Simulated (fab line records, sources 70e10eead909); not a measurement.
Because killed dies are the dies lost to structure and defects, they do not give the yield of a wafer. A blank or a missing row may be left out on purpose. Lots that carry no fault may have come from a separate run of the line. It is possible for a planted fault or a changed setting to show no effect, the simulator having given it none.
Matching of chambers || flow nand harc || 4 sister chambers for NHARC_A_CHANNEL_FILL_D2_ALD_16 on ald hk-02
The step deposits SiO2, target thk 1.5 nm, pulse time 10 s, ald cycles 15. 4 wafers are shown with their chamber, then 10 later ones without.

== EACH WAFER AND ITS CHAMBER ==
{"wafer": "L090.5", "chamber": 3, "heater power w (W)": 443}
{"wafer": "L090.6", "chamber": 0, "heater power w (W)": 495}
{"wafer": "L091.3", "chamber": 1, "heater power w (W)": 456}
{"wafer": "L091.4", "chamber": 2, "heater power w (W)": 508}

== WAFERS WITH NO CHAMBER GIVEN ==
{"wafer": "L091.6", "heater power w (W)": 521}
{"wafer": "L093.3", "heater power w (W)": 519}
{"wafer": "L093.5", "heater power w (W)": 497}
{"wafer": "L093.6", "heater power w (W)": 451}
{"wafer": "L094.4", "heater power w (W)": 450}
{"wafer": "L094.5", "heater power w (W)": 536}
{"wafer": "L094.6", "heater power w (W)": 456}
{"wafer": "L095.1", "heater power w (W)": 504}
{"wafer": "L095.2", "heater power w (W)": 472}
{"wafer": "L095.5", "heater power w (W)": 472}

== THE CHAMBER EACH PASSED THROUGH ==
{"wafer": "L091.6", "from the rows above": "can't be placed: 2 or 0", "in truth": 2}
{"wafer": "L093.3", "from the rows above": "can't be placed: 2 or 0", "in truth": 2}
{"wafer": "L093.5", "from the rows above": "can't be placed: 0 or 2", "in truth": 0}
{"wafer": "L093.6", "from the rows above": "can't be placed: 1 or 3", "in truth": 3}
{"wafer": "L094.4", "from the rows above": "can't be placed: 1 or 3", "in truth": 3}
{"wafer": "L094.5", "from the rows above": "can't be placed: 2 or 0", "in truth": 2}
{"wafer": "L094.6", "from the rows above": "can't be placed: 1 or 3", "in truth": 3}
{"wafer": "L095.1", "from the rows above": "can't be placed: 2 or 0", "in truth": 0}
{"wafer": "L095.2", "from the rows above": "can't be placed: 1 or 0 or 3 or 2", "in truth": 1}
{"wafer": "L095.5", "from the rows above": "can't be placed: 1 or 0 or 3 or 2", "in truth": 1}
Correct placement for 0 of the 10. From these rows, 10 cannot be placed; in 10 the true chamber is one of the candidates. Number placed wrongly: 0.
How it was worked out, from the rows above alone: a wafer's distance from a chamber is the root of the sum, over the readings, of the square of ((its reading less the chamber's mean) divided by the reading's scatter). The wafer belongs to the nearest chamber; if the next one is less than 2 further off, it can't be placed. Each chamber's mean is taken over the wafers shown for it. The scatter: with one shown wafer a chamber, the root of the mean of the squares of how far each hidden wafer lies from its nearest shown one.
